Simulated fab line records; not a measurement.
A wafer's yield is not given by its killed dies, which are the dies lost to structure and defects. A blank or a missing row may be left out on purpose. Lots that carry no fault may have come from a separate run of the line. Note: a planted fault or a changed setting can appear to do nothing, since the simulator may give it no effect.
Which tool did it? + flow n5-finfet + Sampling: 9 lots, 25 wafers, 4 of 1938 route steps

## WHAT THE GAUGES SHOWED, per wafer
N5_SD_EPI_P_INSPECT_26: inspects for defects (darkfield).
| lot  | measured    | on                | raw-defect-count |
|------|-------------|-------------------|------------------|
| L798 | day 3 09:22 | defect-inspect-01 | 196 186 162      |
| L801 | day 4 04:52 | defect-inspect-01 | 140 152 173      |
| L802 | day 4 08:34 | defect-inspect-02 | 158 151 154      |
| L805 | day 5 05:47 | defect-inspect-02 | 183 237 223      |
| L813 | day 7 02:14 | defect-inspect-02 | 771 673 762      |
| L814 | day 7 15:09 | defect-inspect-02 | 751 701 692      |
| L817 | day 8 22:25 | defect-inspect-01 | 243 178          |
| L815 | day 9 00:18 | defect-inspect-01 | 169 172          |
| L818 | day 9 04:38 | defect-inspect-01 | 217 126 172      |

## TOOL THAT RAN EACH LOT (tool first, then ch and the chambers of the sampled wafers, then the start)
| lot  | N5_SD_EPI_P_ETCHBACK_46           | N5_SD_EPI_P_ETCH_47               | N5_SD_EPI_P_ETCH_16               |
|------|-----------------------------------|-----------------------------------|-----------------------------------|
| L798 | rie-diel-01 ch 0,1,3, day 3 06:04 | rie-diel-01 ch 0,1,3, day 3 06:10 | rie-diel-01 ch 0,1,3, day 3 06:16 |
| L801 | rie-diel-01 ch 1,2, day 4 01:34   | rie-diel-01 ch 1,2, day 4 01:40   | rie-diel-01 ch 1,2, day 4 01:46   |
| L802 | rie-diel-02 ch 0,1,3, day 4 05:15 | rie-diel-02 ch 0,1,3, day 4 05:21 | rie-diel-02 ch 0,1,3, day 4 05:27 |
| L805 | rie-diel-02 ch 0,3, day 5 01:38   | rie-diel-02 ch 0,3, day 5 01:44   | rie-diel-02 ch 0,3, day 5 01:50   |
| L813 | rie-diel-01 ch 0,1,2, day 6 22:54 | rie-diel-01 ch 0,1,2, day 6 23:00 | rie-diel-01 ch 0,1,2, day 6 23:06 |
| L814 | rie-diel-01 ch 0,1,3, day 7 08:23 | rie-diel-01 ch 0,1,3, day 7 08:29 | rie-diel-01 ch 0,1,3, day 7 08:35 |
| L817 | rie-diel-03 ch 0,3, day 8 19:03   | rie-diel-03 ch 0,3, day 8 19:09   | rie-diel-03 ch 0,3, day 8 19:15   |
| L815 | rie-diel-02 ch 0,2, day 8 20:07   | rie-diel-02 ch 0,2, day 8 20:13   | rie-diel-02 ch 0,2, day 8 20:19   |
| L818 | rie-diel-02 ch 1,2,3, day 9 01:20 | rie-diel-02 ch 1,2,3, day 9 01:26 | rie-diel-02 ch 1,2,3, day 9 01:32 |
- N5_SD_EPI_P_ETCHBACK_46: etches SiNx in CH3F/O2, stops on SiO2, target depth 17.5 nm.
- N5_SD_EPI_P_ETCH_47: etches SiOCN in CH3F/O2, target depth 25 nm.
- N5_SD_EPI_P_ETCH_16: etches SiO2 in CHF3/O2, target depth 5 nm.

## THE ANSWER, worked out from the rows above alone
Rule: the lots themselves supply what counts as usual. The widest of any qualifying gaps counts: lots, ordered by their means at a reading, are off when they make up no more than a third of the lots, leave a main group of 4 or more, and stand apart from it by 3 or more times the standard deviation of that group's means. A main group is skipped when, at the precision printed for the reading in the tables above, its means are all equal. A lot without any number at a reading at which 4 lots or more have one is off too. The other lots that the step has rows for count as sound.
Off, at N5_SD_EPI_P_INSPECT_26 on raw-defect-count: L813, L814. For the main group the mean is 180 and the standard deviation 23.
A tool fits if, at a process step before that reading, it ran every lot that is off, and no sound lot after the first of them. Those tools and the gauges at N5_SD_EPI_P_INSPECT_26 are tried in the same way. Undecided on this evidence; 2 tools fit (rie-diel-01 at N5_SD_EPI_P_ETCHBACK_46 and N5_SD_EPI_P_ETCH_47 and N5_SD_EPI_P_ETCH_16, defect-inspect-02 at N5_SD_EPI_P_INSPECT_26).

## WHAT HAD BEEN PUT IN BY THE SIMULATOR
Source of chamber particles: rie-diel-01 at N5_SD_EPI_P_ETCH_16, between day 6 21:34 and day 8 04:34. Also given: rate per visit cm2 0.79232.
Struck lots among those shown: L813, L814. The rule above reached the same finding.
